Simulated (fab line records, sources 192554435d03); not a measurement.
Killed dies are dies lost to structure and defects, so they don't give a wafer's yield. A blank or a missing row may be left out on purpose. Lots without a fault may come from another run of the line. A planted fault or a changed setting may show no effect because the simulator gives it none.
Which tool did it? | flow n5_finfet | 24 lots, 72 wafers sampled, at 1 step of a route of 1938

WHAT THE GAUGES READ, wafer by wafer
N5_BEOL_M1_OCD_MEAS_38.
lot  | measured     | on     | trench_depth_nm (nm)
L075 | day 7 00:45  | ocd-01 | 54.2 55.0 53.7
L074 | day 7 00:59  | ocd-02 | 54.8 56.4 54.5
L076 | day 7 01:43  | ocd-01 | 53.7 54.6 54.9
L078 | day 7 06:17  | ocd-01 | 53.9 54.3 54.6
L077 | day 7 06:31  | ocd-01 | 54.2 54.8 54.5
L080 | day 7 21:32  | ocd-01 | 53.9 56.5 54.6
L079 | day 8 00:43  | ocd-02 | 55.0 55.9 52.9
L081 | day 8 20:30  | ocd-02 | 56.1 57.4 56.0
L082 | day 8 21:27  | ocd-02 | 55.9 52.4 56.9
L083 | day 9 04:19  | ocd-01 | 56.8 54.7 54.7
L084 | day 9 17:38  | ocd-02 | 53.8 54.9 56.7
L085 | day 10 00:44 | ocd-02 | 53.1 55.7 55.0
L087 | day 10 10:14 | ocd-01 | 56.0 55.7 54.9
L086 | day 10 13:25 | ocd-02 | 54.6 54.7 54.6
L089 | day 10 16:38 | ocd-02 | 52.2 53.8 54.3
L090 | day 10 16:40 | ocd-01 | 52.9 55.5 55.3
L088 | day 10 16:43 | ocd-02 | 53.9 55.7 56.3
L092 | day 10 22:23 | ocd-01 | 54.4 52.9 55.5
L091 | day 11 03:22 | ocd-01 | 55.1 53.1 57.2
L093 | day 11 06:18 | ocd-01 | 55.5 54.0 55.9
L094 | day 11 06:20 | ocd-02 | 54.4 54.7 54.4
L095 | day 11 15:46 | ocd-02 | 56.8 56.9 54.8
L096 | day 12 08:16 | ocd-01 | 56.2 53.4 55.5
L097 | day 12 11:32 | ocd-02 | 55.0 55.4 53.6

WHICH TOOL RAN EACH LOT (tool, then ch and the chambers of the sampled wafers, then the start)
The record holds no process step before these readings.

WHAT THE TOOLS THEMSELVES READ (means of the sampled wafers that have a number; where no wafer has one, the mark that the record gives instead)
The record holds no such reading with a usual standard deviation.

THE ANSWER, worked out from the rows above alone
Rule: what is usual is taken from the lots themselves. Put in order of their means at a reading, lots are off if they are a third of the lots or fewer, leave a main group of 4 or more, and stand apart from it by a gap of 3 or more times the standard deviation of the main group's means; of several such gaps the widest counts. A main group whose means are all the same, to the digits that the tables above print for the reading, isn't used. A lot without any number at a reading at which 4 lots or more have one is off too. The other lots that the step has rows for count as sound. The gauges are gone through in route order, then the tools' own readings, and for those a lot's mean is taken as printed above. The first step at which some lot is off is used, and at that step the reading that is off furthest; a lot without a number counts as furthest.
No lot is off at any reading shown: from this, nothing can be told.

WHAT THE SIMULATOR HAD PUT IN
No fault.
